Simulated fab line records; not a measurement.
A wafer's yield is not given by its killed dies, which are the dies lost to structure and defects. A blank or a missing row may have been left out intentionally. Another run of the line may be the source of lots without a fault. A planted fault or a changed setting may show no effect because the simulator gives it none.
fab line records ; flow n5Finfet
record lots=9; wafers=27; lastDay=17
route steps=1938 shown BEOL_M1@839 BEOL_M2@859 BEOL_M4@1111
lots with no fault: from the same line, run without faults
startH: hours from the record's opening day to when the first of the lot's shown wafers began ; waitH: hours since the lot's step before ; " repeats the value in the row above ; L1.1+2: a row that stands for several wafers ; - no value, or no start given ; * or withheld: withheld ; < > ~ a bound
route shown NAME@n: a module of which the file shows steps, and the number in the route of the first ; usual: average and standard deviation across the fault-free wafers ; same: alike in all rows ; chamber/n: place in a boat ; sites: the reading at each site ; _std_site: standard deviation across them ; _edge_site: outer sites' mean less inner sites' ; radiusMm: how far each site lies from the wafer's centre ; mask NAME#n: copy n ; behind: the last tool/chamber to shape the wafer ; hold: what put the lot on hold/how long, in hours/how the hold closed ; device: whichever transistor did not switch (one of n, p or np) ; end of line: the route-end tests of the same wafers ; step lacking rows: just its recipe ; killed: count of dies lost to structure and defects at first sort (not the wafer's yield) ; map: the dies of a wafer, with x for killed, . for not killed, _ for no die there
set.NAME: the setting the step ran with; set.NAME@STEP: the setting that earlier step ran with ; model.NAME: the simulator's own value behind a step, which no gauge read
route steps across a sampled set of lots; one table per step, one row per wafer
services: when a tool's chamber went out of use (startH, in hours from the record's first day, below 0 if earlier), for how many hours, and the reason
## steps
# step N5_BEOL_M1_RS_MEAS_58
# recipe thkMeasGauge=four-point-probe; reads=Co_of_BEOL_M1_CO_CAP_55+Cu_of_BEOL_M1_ECD_50+Co_of_BEOL_M1_CVD_47+TaN_of_BEOL_M1_ALD_84
# usual M1_RS=0.67/0.033
lot.wafer;tool;chamber;startH;waitH;M1_RS[ohm/sq]
L697.1;filmMetro-01;-;158.72;0.0;0.70
L697.2;filmMetro-01;-;158.72;0.0;0.65
L697.4;filmMetro-01;-;158.72;0.0;0.71
L699.1;filmMetro-02;-;174.29;0.1;0.69
L699.5;filmMetro-02;-;174.29;0.1;0.62
L699.6;filmMetro-02;-;174.29;0.1;0.64
L700.1;filmMetro-02;-;176.97;0.0;0.65
L700.4;filmMetro-02;-;176.97;0.0;0.64
L700.6;filmMetro-02;-;176.97;0.0;0.66
L702.1;filmMetro-02;-;192.63;0.0;0.67
L702.2;filmMetro-02;-;192.63;0.0;0.64
L702.3;filmMetro-02;-;192.63;0.0;0.65
L703.2;filmMetro-02;-;203.69;0.1;0.68
L703.3;filmMetro-02;-;203.69;0.1;0.67
L703.6;filmMetro-02;-;203.69;0.1;0.63
L707.1;filmMetro-01;-;217.95;0.0;0.73
L707.3;filmMetro-01;-;217.95;0.0;0.74
L707.4;filmMetro-01;-;217.95;0.0;0.70
L710.1;filmMetro-01;-;236.08;0.1;0.71
L710.2;filmMetro-01;-;236.08;0.1;0.68
L710.5;filmMetro-01;-;236.08;0.1;0.70
L712.2;filmMetro-02;-;261.17;0.1;0.68
L712.3;filmMetro-02;-;261.17;0.1;0.65
L712.6;filmMetro-02;-;261.17;0.1;0.68
L715.2;filmMetro-01;-;266.33;0.1;0.67
L715.4;filmMetro-01;-;266.33;0.1;0.61
L715.5;filmMetro-01;-;266.33;0.1;0.68
# step N5_BEOL_M2_ETCH_63
# recipe chemistry=CF4; target=SiARC; targetDepthA=156; maskMaterial=CAR-EUV; timeS=26; ionEnergyEv=80; pressureMtorr=40; sourceW=545; biasW=36; Ar_flow_sccm=100; cf4FlowSccm=100; ends=cleared
# usual biasW=36.02/0.12; drypumpMotorCurrentA=5.5/0.55; etchRfOnTimeS=25.7/0.68; oesProductAu=0.69/0.074; rfVppV=184.0/1.3; showerheadPlenumPTorr=2.13/0.071; throttleValvePct=15.61/0.23
lot.wafer;tool;chamber;startH;waitH;biasW;drypumpMotorCurrentA;etchRfOnTimeS;oesProductAu;rfHoursCounterH;rfVppV;showerheadPlenumPTorr;throttleValvePct
L697.1;rieDiel-06;0;160.34;0.0;36.06;5.7;24.9;0.74;52;186.4;2.26;15.40
L697.2;rieDiel-06;3;160.34;0.0;36.04;5.6;24.4;0.72;84;182.8;2.07;15.64
L697.4;rieDiel-06;1;160.34;0.0;35.93;6.3;24.4;0.83;11;183.3;2.10;15.31
L699.1;rieDiel-06;1;176.55;0.0;36.25;6.2;24.8;0.82;17;183.6;2.10;15.34
L699.5;rieDiel-06;1;176.55;0.0;36.17;6.2;25.0;0.81;-;184.0;2.10;15.35
L699.6;rieDiel-06;3;176.55;0.0;35.88;5.6;24.9;0.70;-;183.2;2.07;15.64
L700.1;rieDiel-06;1;181.50;0.0;35.77;6.3;24.8;0.80;19;183.6;2.10;15.34
L700.4;rieDiel-06;0;181.50;0.0;36.11;5.7;24.9;0.74;60;186.9;2.26;15.38
L700.6;rieDiel-06;0;181.50;0.0;36.10;5.7;24.8;0.74;-;186.9;2.26;15.40
L702.1;rieDiel-06;2;194.72;0.0;36.11;5.6;25.3;0.61;215;185.3;2.19;15.99
L702.2;rieDiel-06;1;194.72;0.0;35.75;6.3;24.4;0.80;24;183.7;2.10;15.37
L702.3;rieDiel-06;0;194.72;0.0;36.04;5.7;24.5;0.74;65;184.4;2.26;15.41
L703.2;rieDiel-01;3;205.39;0.0;35.76;5.4;26.3;0.75;42;184.0;2.10;15.38
L703.3;rieDiel-01;1;205.39;0.0;36.23;5.0;26.4;0.61;186;182.6;2.04;16.01
L703.6;rieDiel-01;0;205.39;0.0;35.88;4.7;26.4;0.61;-;185.2;2.11;15.58
L707.1;rieDiel-02;0;219.39;0.0;35.92;5.5;25.3;0.75;52;186.0;2.27;15.50
L707.3;rieDiel-02;2;219.39;0.0;36.07;5.8;25.5;0.74;36;186.0;2.19;15.48
L707.4;rieDiel-02;3;219.39;0.0;35.84;6.1;25.4;0.80;18;184.8;2.10;15.52
L710.1;rieDiel-02;3;237.30;0.0;36.23;6.1;25.4;0.79;27;183.0;2.10;15.58
L710.2;rieDiel-02;1;237.30;0.0;36.00;6.3;26.1;0.64;172;182.2;2.07;15.54
L710.5;rieDiel-02;3;237.30;0.0;36.11;6.1;25.5;0.78;-;184.0;2.10;15.55
L712.2;rieDiel-06;3;262.68;0.0;36.11;5.6;24.6;0.68;116;182.8;2.06;15.69
L712.3;rieDiel-06;2;262.68;0.0;36.04;5.5;25.4;0.59;235;184.1;2.19;16.05
L712.6;rieDiel-06;1;262.68;0.0;35.82;6.3;24.5;0.77;-;183.2;2.09;15.39
L715.2;rieDiel-06;3;268.40;0.0;36.03;5.6;24.5;0.67;119;183.0;2.06;15.69
L715.4;rieDiel-06;1;268.40;0.0;36.12;6.3;24.8;0.76;44;183.8;2.09;15.39
L715.5;rieDiel-06;0;268.40;0.0;36.03;5.7;24.9;0.71;-;186.2;2.25;15.44
# step N5_BEOL_M2_ETCH_64
# recipe chemistry=N2/H2; target=SOC; targetDepthA=750; overetchA=225; maskMaterial=SiARC; tempC=40; timeS=121.9; ionEnergyEv=200; pressureMtorr=30; sourceW=840; biasW=150; n2FlowSccm=200; h2FlowSccm=200
# usual biasW=150.1/0.44; drypumpMotorCurrentA=5.5/0.54; oesProductAu=0.61/0.06; rfVppV=523.4/2.4; showerheadPlenumPTorr=2.53/0.086; throttleValvePct=17.8/0.32
lot.wafer;tool;chamber;startH;waitH;biasW;drypumpMotorCurrentA;oesProductAu;rfHoursCounterH;rfVppV;showerheadPlenumPTorr;throttleValvePct
L697.1;rieDiel-06;0;160.37;0.0;151.2;5.7;0.64;52;526.7;2.69;17.5
L697.2;rieDiel-06;3;160.37;0.0;149.3;5.6;0.61;84;520.9;2.47;17.9
L697.4;rieDiel-06;1;160.37;0.0;149.8;6.3;0.71;11;523.1;2.49;17.4
L699.1;rieDiel-06;1;176.57;0.0;150.0;6.3;0.71;17;523.3;2.48;17.4
L699.5;rieDiel-06;1;176.57;0.0;150.8;6.3;0.70;-;521.0;2.48;17.4
L699.6;rieDiel-06;3;176.57;0.0;150.8;5.6;0.61;-;521.9;2.47;17.9
L700.1;rieDiel-06;1;181.53;0.0;117.0;6.3;0.69;19;448.4;2.48;17.4
L700.4;rieDiel-06;0;181.53;0.0;117.4;5.7;0.64;60;452.3;2.69;17.6
L700.6;rieDiel-06;0;181.53;0.0;116.6;5.7;0.64;-;453.4;2.69;17.6
L702.1;rieDiel-06;2;194.75;0.0;117.8;5.6;0.54;215;450.2;2.63;18.4
L702.2;rieDiel-06;1;194.75;0.0;118.3;6.3;0.69;24;447.0;2.48;17.4
L702.3;rieDiel-06;0;194.75;0.0;117.9;5.7;0.63;65;452.6;2.69;17.6
L703.2;rieDiel-01;3;205.41;0.0;149.8;5.4;0.66;42;521.4;2.46;17.6
L703.3;rieDiel-01;1;205.41;0.0;149.8;5.0;0.56;186;519.8;2.44;18.4
L703.6;rieDiel-01;0;205.41;0.0;149.5;4.7;0.55;-;522.2;2.53;17.8
L707.1;rieDiel-02;0;219.42;0.0;150.9;5.6;0.65;52;528.1;2.70;17.8
L707.3;rieDiel-02;2;219.42;0.0;149.6;5.8;0.66;36;525.3;2.61;17.8
L707.4;rieDiel-02;3;219.42;0.0;150.7;6.1;0.70;18;523.6;2.47;17.6
L710.1;rieDiel-02;3;237.33;0.0;149.9;6.1;0.69;27;523.3;2.47;17.6
L710.2;rieDiel-02;1;237.33;0.0;150.3;6.3;0.57;172;519.8;2.44;17.7
L710.5;rieDiel-02;3;237.33;0.0;150.4;6.1;0.69;-;522.5;2.47;17.6
L712.2;rieDiel-06;3;262.70;0.0;150.2;5.6;0.58;116;521.0;2.46;17.9
L712.3;rieDiel-06;2;262.70;0.0;151.5;5.6;0.53;235;524.8;2.62;18.4
L712.6;rieDiel-06;1;262.70;0.0;150.4;6.3;0.65;-;522.1;2.47;17.5
L715.2;rieDiel-06;3;268.43;0.0;149.9;5.6;0.59;119;520.4;2.46;18.0
L715.4;rieDiel-06;1;268.43;0.0;150.9;6.3;0.66;44;521.1;2.47;17.4
L715.5;rieDiel-06;0;268.43;0.0;150.3;5.7;0.62;-;529.9;2.68;17.6
# step N5_BEOL_M2_CD_MEAS_18
# recipe pitchNm=36; targetCdNm=18
# usual cdNm=18.1/0.34
lot.wafer;tool;chamber;startH;waitH;cdNm
L697.1;cdSem-02;-;160.76;0.0;17.5
L697.2;cdSem-02;-;160.76;0.0;17.8
L697.4;cdSem-02;-;160.76;0.0;18.2
L699.1;cdSem-02;-;177.02;0.0;18.2
L699.5;cdSem-02;-;177.02;0.0;18.7
L699.6;cdSem-02;-;177.02;0.0;17.8
L700.1;cdSem-01;-;181.98;0.1;18.4
L700.4;cdSem-01;-;181.98;0.1;18.2
L700.6;cdSem-01;-;181.98;0.1;18.1
L702.1;cdSem-01;-;195.13;0.0;19.0
L702.2;cdSem-01;-;195.13;0.0;18.5
L702.3;cdSem-01;-;195.13;0.0;18.5
L703.2;cdSem-02;-;205.77;0.1;17.7
L703.3;cdSem-02;-;205.77;0.1;18.1
L703.6;cdSem-02;-;205.77;0.1;18.3
L707.1;cdSem-02;-;220.31;0.0;18.5
L707.3;cdSem-02;-;220.31;0.0;17.4
L707.4;cdSem-02;-;220.31;0.0;18.2
L710.1;cdSem-02;-;237.68;0.0;18.2
L710.2;cdSem-02;-;237.68;0.0;18.2
L710.5;cdSem-02;-;237.68;0.0;18.0
L712.2;cdSem-02;-;263.06;0.1;17.8
L712.3;cdSem-02;-;263.06;0.1;18.4
L712.6;cdSem-02;-;263.06;0.1;18.5
L715.2;cdSem-01;-;268.80;0.1;17.6
L715.4;cdSem-01;-;268.80;0.1;17.3
L715.5;cdSem-01;-;268.80;0.1;18.2
# step N5_BEOL_M4_RC_MEAS_101
# usual DIBL_N=36.8/1.5; DIBL_P=37.1/2.1; IOFF_N=0.168/0.03; IOFF_P=0.22/0.034; ION_N=679/12; ION_P=466/8; SS_N=71.7/0.58; SS_P=73.5/0.67; VT_N=248.8/2.7; VT_P=-250/3.3
lot.wafer;tool;chamber;startH;waitH;DIBL_N[mV/V];DIBL_P[mV/V];IOFF_N[nA/um];IOFF_P[nA/um];ION_N[uA/um];ION_P[uA/um];SS_N[mV/dec];SS_P[mV/dec];VT_N[mV];VT_P[mV]
L697.1;prober-01;0;185.76;0.0;37.7;38.3;0.187;0.26;678;467;72.6;74.2;247.7;-246
L697.2;prober-01;0;185.76;0.0;39.2;37.7;0.213;0.24;680;460;72.9;73.9;248.0;-247
L697.4;prober-01;0;185.76;0.0;34.7;33.1;0.126;0.17;667;458;71.5;73.1;252.7;-252
L699.1;prober-02;0;207.27;0.0;39.4;37.8;0.201;0.25;695;471;71.9;74.3;248.2;-249
L699.5;prober-02;0;207.27;0.0;37.6;36.6;0.169;0.23;684;466;72.0;73.3;250.7;-246
L699.6;prober-02;0;207.27;0.0;37.8;37.7;0.178;0.25;695;478;72.0;73.8;247.1;-243
L700.1;prober-02;0;211.98;0.0;38.5;38.9;0.202;0.22;682;455;72.4;74.0;246.2;-250
L700.4;prober-02;0;211.98;0.0;35.3;36.3;0.153;0.19;678;466;72.1;73.2;250.0;-253
L700.6;prober-02;0;211.98;0.0;37.8;39.0;0.204;0.24;696;467;72.0;74.1;245.2;-249
L702.1;prober-02;0;216.12;0.0;40.3;41.8;0.264;0.28;698;468;72.5;74.9;243.8;-250
L702.2;prober-02;0;216.12;0.0;36.5;36.5;0.150;0.18;660;452;70.7;74.0;251.1;-253
L702.3;prober-02;0;216.12;0.0;38.9;41.4;0.217;0.27;677;467;72.4;74.1;244.8;-249
L703.2;prober-01;0;237.39;0.2;35.2;34.7;0.149;0.19;680;466;71.2;73.7;248.8;-253
L703.3;prober-01;0;237.39;0.2;34.9;33.7;0.131;0.18;663;459;71.7;73.0;252.6;-254
L703.6;prober-01;0;237.39;0.2;33.5;31.6;0.115;0.15;658;449;71.1;72.5;254.1;-255
L707.1;prober-02;0;248.52;0.0;36.5;37.7;0.184;0.21;686;463;71.9;73.9;245.8;-253
L707.3;prober-02;0;248.52;0.0;35.7;37.1;0.152;0.19;682;471;71.7;72.8;249.9;-254
L707.4;prober-02;0;248.52;0.0;38.2;39.7;0.230;0.24;697;476;73.2;74.2;242.6;-250
L710.1;prober-01;0;268.45;0.0;38.4;38.2;0.189;0.24;696;480;72.0;73.4;246.2;-250
L710.2;prober-01;0;268.45;0.0;37.9;37.6;0.169;0.24;677;464;71.6;73.5;245.0;-249
L710.5;prober-01;0;268.45;0.0;37.8;38.1;0.193;0.25;708;484;72.4;74.2;243.7;-245
L712.2;prober-02;0;294.62;0.2;38.9;37.8;0.177;0.19;678;460;72.3;73.9;247.2;-256
L712.3;prober-02;0;294.62;0.2;36.8;35.5;0.135;0.17;675;459;70.8;73.3;254.0;-256
L712.6;prober-02;0;294.62;0.2;38.6;36.7;0.174;0.18;683;462;72.4;73.7;249.3;-257
L715.2;prober-01;0;314.67;0.2;37.7;38.6;0.167;0.25;676;467;71.3;73.1;249.5;-246
L715.4;prober-01;0;314.67;0.2;38.0;37.2;0.171;0.22;680;469;71.0;72.6;249.2;-248
L715.5;prober-01;0;314.67;0.2;35.4;34.7;0.135;0.18;667;455;71.3;72.9;252.4;-251
## services
tool;chamber;startH;hours;kind
rieDiel-01;2;147.45;-;clean
rieDiel-01;2;147.45;-;consumableReplace:focusRing
rieDiel-01;2;147.45;14.8;scheduledDown
rieDiel-01;2;147.45;14.8;ventCycle
rieDiel-02;3;148.32;-;clean
rieDiel-02;3;148.32;-;consumableReplace:focusRing
rieDiel-02;3;148.32;21.2;scheduledDown
rieDiel-02;3;148.32;21.2;ventCycle
rieDiel-01;-;148.96;0.1;repair
rieDiel-02;1;158.46;5.5;repair
rieDiel-06;-;215.62;15.6;pm
rieDiel-02;2;235.45;2.4;repair
rieDiel-01;3;246.14;18.9;repair
## key
firstSign step=N5_BEOL_M2_ETCH_64; reading=biasW; direction=down; sigmas=74; usual=*; struck=*
effect step=N5_BEOL_M2_ETCH_64; reading=rfVppV; direction=down; sigmas=30; usual=523.4; struck=450.7
metAt N5_BEOL_M2_ETCH_64
struckLots L700,L702
notActingAt N5_BEOL_M1_RS_MEAS_58,N5_BEOL_M2_ETCH_63,N5_BEOL_M2_CD_MEAS_18
onsetBetween 176.57 181.53
fault kind=processParameterDrift; tool=rieDiel-06; chamber=-; onsetH=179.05; steps=N5_BEOL_M2_ETCH_64; channel=biasW; offset=*; shape=step; endH=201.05; actsIn=*; stated=*
